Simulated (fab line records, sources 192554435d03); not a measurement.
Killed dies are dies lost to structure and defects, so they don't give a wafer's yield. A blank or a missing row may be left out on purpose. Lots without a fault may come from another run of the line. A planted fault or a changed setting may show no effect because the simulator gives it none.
One fault seen from 2 desks | flow n5_finfet | each desk has only its own numbers; what lay behind them comes last

THE METROLOGY DESK
What the gauges read, lot by lot, whatever tool the lot ran on: means of the sampled wafers that have a number. A lot is out of limits, marked OUT, if its mean lies more than 4 standard deviations from the usual mean; the brackets give that distance. Of its 14 readings 7 are shown: the one that was out of limits first, and those that lie furthest out on some lot.
Columns: A = DIBL_N at N5_BEOL_M4_RC_MEAS_101, usual 36.1 mV/V; B = IOFF_N at N5_BEOL_M4_RC_MEAS_101, usual 0.162 nA/um; C = ION_N at N5_BEOL_M4_RC_MEAS_101, usual 674 uA/um; D = ION_P at N5_BEOL_M4_RC_MEAS_101, usual 464 uA/um; E = VT_N at N5_BEOL_M4_RC_MEAS_101, usual 249.4 mV; F = VT_P at N5_BEOL_M4_RC_MEAS_101, usual -249 mV; G = trench_depth_nm at N5_BEOL_M8_OCD_MEAS_38, usual 93.7 nm
lot  | first seen here | A    | B     | C   | D   | E     | F    | G
L760 | day 7 22:31     | 36.8 | 0.137 | 659 | 453 | 253.3 | -252 | 93.9
L765 | day 9 03:22     | 36.6 | 0.154 | 664 | 454 | 252.0 | -254 | 93.5
L767 | day 9 10:22     | 37.0 | 0.166 | 671 | 455 | 248.4 | -252 | 92.5
L777 | day 11 23:51    | 35.4 | 0.156 | 674 | 465 | 249.0 | -249 | 57.3 (-33) OUT
L782 | day 13 06:13    | 33.3 | 0.124 | 670 | 459 | 254.4 | -251 | 93.9
L783 | day 13 09:01    | 35.7 | 0.156 | 672 | 462 | 250.1 | -249 | 94.0
L781 | day 13 13:46    | 35.3 | 0.136 | 671 | 465 | 250.7 | -247 | 92.9
This desk's finding: out of limits on L777; first on L777, day 13 08:30 (trench_depth_nm at N5_BEOL_M8_OCD_MEAS_38). In limits: L760, L765, L767, L782, L783, L781.

THE TOOL OWNER'S DESK: rie_metal-01
The tool's own readings at N5_BEOL_M8_HM_OPEN_17 (chemistry Cl2/BCl3, target TiN, target depth 20 nm, overetch 6 nm): means of the sampled wafers that have a number, for each lot that ran on this tool. A lot is out of limits, marked OUT, if its mean lies more than 4 standard deviations from the usual mean; the brackets give that distance.
Columns: A = drypump_motor_current_A at N5_BEOL_M8_HM_OPEN_17, usual 5.8 A; B = oes_product_au at N5_BEOL_M8_HM_OPEN_17, usual 0.65 a.u.; C = rf_fwd_power_W at N5_BEOL_M8_HM_OPEN_17, usual 993 W; D = throttle_valve_pct at N5_BEOL_M8_HM_OPEN_17, usual 22.11 %
lot  | first seen here | A   | B    | C   | D
L765 | day 10 12:43    | 6.8 | 0.67 | 988 | 21.85
L767 | day 10 20:07    | 6.8 | 0.67 | 995 | 21.84
L777 | day 13 06:15    | 6.3 | 0.67 | 994 | 22.01
This desk's finding: nothing out of limits on any of the 3 lots.

PUT TOGETHER
The metrology desk could have raised an alarm at day 13 08:30, on L777.
The tool owner's desk saw nothing out of limits.
The tool owner's desk has L777 on record, within its limits.
Of the lots named, all ran N5_BEOL_M8_HM_OPEN_17 on rie_metal-01.

WHAT THE SIMULATOR HAD PUT IN
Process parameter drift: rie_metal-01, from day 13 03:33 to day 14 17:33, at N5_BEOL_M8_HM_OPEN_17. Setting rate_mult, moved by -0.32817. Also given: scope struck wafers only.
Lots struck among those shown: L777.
Hours from the fault's start to each desk's first reading out of limits: the metrology desk, 5.
